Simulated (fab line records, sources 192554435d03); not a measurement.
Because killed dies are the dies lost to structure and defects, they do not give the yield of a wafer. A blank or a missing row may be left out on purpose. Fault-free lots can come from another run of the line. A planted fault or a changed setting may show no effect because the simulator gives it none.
Problem report in the 8D (eight disciplines) form, filled by code || flow n5Finfet || the parts of the form that need people (team, actions taken, sign-off) are left out

## 1. WHAT WENT WRONG
Mean M4_ILD_THK at N5_BEOL_M4_THK_MEAS_01: 93.5 nm over 6 wafers in 4 lots; fault-free wafers: 79.3 nm, standard deviation 1.1. That puts it +13 standard deviations away from the usual mean.
First observed at day 12 13:17: wafer L320.3, on filmMetro-02. The record has a number at this step for 28 wafers belonging to 10 lots. The rule behind "out" and "out of limits": a value lying over 4 standard deviations away from the usual mean. The rest of the wafers with a number are treated as sound.

## 2. WHAT IT IS, WHAT IT ISN'T
{"question": "which readings at this step", "is": "M4_ILD_THK", "is not": "-"}
{"question": "which lots", "is": "L320, L321, L322, L323", "is not": "L307, L308, L309, L313, L314, L317"}
{"question": "which wafers of those lots", "is": "L320.3, L321.6, L322.4, L322.5, L323.3, L323.6", "is not": "L320.5, L321.1, L321.4, L322.1"}
{"question": "read on which gauges", "is": "filmMetro-02", "is not": "filmMetro-01"}
{"question": "when", "is": "from day 12 13:17", "is not": "up to then (19 sound wafers); but 3 sound wafers of L321, L322 came after"}

## 3. SUSPECTS, AND WHAT RULES EACH OUT
Counting: if a tool at a process step up to the reading ran every lot that is out, it stays a suspect. Sound lots after the first of them don't rule it out here, since some wafers of a struck lot are sound.
- the gauge at N5_BEOL_M4_THK_MEAS_01: kept. All the wafers that are out were read on filmMetro-02, and no step on other tools shows them out.
- pecvd-01 at N5_BEOL_M4_ILD_DEP_00 (deposits SiOC from DEMS/O2, target thk 79 nm, time 15.3 s): kept. It ran every lot that is out, first L320 (day 12 13:13); its last sound lot up to then is L313 (day 10 09:11).
- In pecvd-01 at N5_BEOL_M4_ILD_DEP_00, the wafers that are out were processed in chamber 0 and their sound lot-mates in chambers 1, 2.
Left after counting: pecvd-01 at N5_BEOL_M4_ILD_DEP_00, filmMetro-02 at N5_BEOL_M4_THK_MEAS_01.

## 4. THE CAUSE (what the simulator had put in)
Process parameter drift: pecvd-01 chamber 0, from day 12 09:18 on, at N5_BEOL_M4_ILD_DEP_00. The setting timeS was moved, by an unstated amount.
Of the 2 suspects that counting leaves, this tool is one.

## 5. SEQUENCE OF EFFECTS, ordered by route
Each row: a reading whose mean over the struck wafers that have a number lies more than 3 standard deviations from the usual. Scope: only readings with a usual standard deviation given in the record; hours: median across lots of the time from each lot's start at the first step in this table that gives one to its start at this step; sigmas: change in usual standard deviations.
{"hours": 0, "step": "N5_BEOL_M4_THK_MEAS_01", "reading": "M4_ILD_THK", "usual": "79.3 nm", "on struck wafers": 93.5, "change": "+14.2", "sigmas": "+13"}
Later steps that measure or inspect, where all struck wafers having a row at the step show a number for every such reading and not one has moved that far: N5_BEOL_M4_RC_MEAS_101.

## 6. HOW IT WOULD HAVE BEEN CAUGHT EARLIER
The first out-of-limits reading at a measuring or inspecting step in this record came at day 12 13:17, 4 hours after the fault's start at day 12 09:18.
Tool readings at N5_BEOL_M4_ILD_DEP_00 with a usual standard deviation given in the record: none out on any struck wafer, hence no alarm at a limit of 4 standard deviations on them.
L322, L321, L323, from the lots that are out (4), started N5_BEOL_M4_ILD_DEP_00 on pecvd-01 later than day 12 13:17. A hold on the tool at that time would have spared those 3.
